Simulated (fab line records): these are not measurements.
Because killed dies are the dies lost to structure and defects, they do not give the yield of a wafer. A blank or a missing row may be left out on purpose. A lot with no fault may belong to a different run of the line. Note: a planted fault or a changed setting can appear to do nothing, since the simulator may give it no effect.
A lot that was struck, set against a sound lot + flow n5Finfet + 17 steps out of a route of 1938
Sound: these wafers, L560.3, L560.4, L560.6. Struck: wafers L564.1, L564.2, L564.5. The cause comes at the end.
Each step with rows lists, per side, the tool, then ch with its chambers, then its first start. Under that, the readings that differ: sound wafers + struck wafers + difference of the means + sigmas: that difference in standard deviations of wafers without a fault.
alike: readings whose means differ by less than 2 such deviations, and words and numbers that are the same on both sides. not compared: withheld readings, readings that some wafer has no value for, bounds like >300 that may hide the same value, and numbers for which the record gives no deviation and whose values overlap.
A row with sigmas, a row that says differs or no value, or rows on one side alone: a step with any of these is where the two part. Numbers that don't overlap but have no deviation are shown without sigmas and don't part them. A reading that every wafer of one side lacks parts them only if that side has two wafers or more.

N5_BEOL_M11_THK_MEAS_53: measures by xrf.
  sound: filmMetro-02 at day 11 09:54; struck: filmMetro-02 at day 12 21:28
  alike: M11_THK
then, 1 step without rows for these wafers: N5_BEOL_M11_PRE_CLEAN_55 (time 15 s).
N5_BEOL_M11_DEP_56: deposits SiCN from 3MS/NH3, target thk 30 nm, time 10.5 s.
  sound on pecvd-01 ch 0,1,2, day 11 09:58; struck on pecvd-01 ch 0,2, day 12 21:32
  alike: showerheadPlenumPTorr, showerheadVppV, throttleValvePct
N5_BEOL_M11_RS_MEAS_57: uses a four-point probe to measure.
  sound: filmMetro-02 at day 11 10:01; struck: filmMetro-01 at day 12 21:36
  alike: M11_RS
N5_BEOL_M11_INSPECT_58: inspects for defects (darkfield).
  sound: defectInspect-01 at day 11 10:03; struck: defectInspect-01 at day 12 21:37
  alike: rawDefectCount
N5_BEOL_M12_ILD_DEP_00: deposits SiOC from DEMS/O2, target thk 658.92 nm, time 130.7 s.
  sound on pecvd-01 ch 0,1,2, day 11 10:05; struck on pecvd-03 ch 0,2, day 12 21:40
  alike: heaterPowerW, showerheadPlenumPTorr, showerheadVppV, throttleValvePct
N5_BEOL_M12_THK_MEAS_01:
  sound: filmMetro-01 at day 11 10:13; struck: filmMetro-01 at day 12 21:47
  alike: M12_ILD_THK
then, 5 steps without rows for these wafers: N5_BEOL_M12_COAT_58 (time 60 s, resist thk 89 nm); N5_BEOL_M12_COAT_04 (resist thk 400 nm); N5_BEOL_M12_EBR_06; N5_BEOL_M12_SOFTBAKE_05 (time 60 s); N5_BEOL_M12_EXPOSE_07 (exposes mask V11).
N5_BEOL_M12_PEB_08: peb time 90 s.
  sound on lithoTrack-04 ch 0, day 11 10:32; struck on lithoTrack-04 ch 0, day 12 22:06
| reading               | sound                | struck               | difference | sigmas |
|-----------------------|----------------------|----------------------|------------|--------|
| heaterPowerTotalW (W) | 170.8 172.5 172.7    | 167.1 167.0 168.2    | -4.6       | -5     |
| plateTempC (C)        | 130.11 130.12 130.52 | 127.62 127.89 127.82 | -2.47      | -15    |
then, 2 steps without rows for these wafers: N5_BEOL_M12_DEVELOP_09 (develop time 45 s); N5_BEOL_M12_HARDBAKE_14 (time 120 s).
N5_BEOL_M12_CD_MEAS_10 targets a cd of 140 nm.
  sound on cdSem-01 ch 0, day 11 10:39; struck on cdSem-02 ch 0, day 12 22:13
| reading   | sound             | struck            | difference | sigmas |
|-----------|-------------------|-------------------|------------|--------|
| cdNm (nm) | 140.1 137.9 140.4 | 131.2 133.1 132.0 | -7.4       | -6     |
N5_BEOL_M12_OVL_MEAS_11:
  sound on overlay-01 ch 0, day 11 10:41; struck on overlay-01 ch 0, day 12 22:15
  alike: V11_OVL

WHERE THEY PART
Earliest at N5_BEOL_M12_PEB_08; latest, in this record, at N5_BEOL_M12_CD_MEAS_10. Later steps at which nothing parts them and some readings are alike: N5_BEOL_M12_OVL_MEAS_11.

WHY: the cause the simulator had injected
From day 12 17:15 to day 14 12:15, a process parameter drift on lithoTrack-04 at N5_BEOL_M12_PEB_08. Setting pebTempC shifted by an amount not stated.
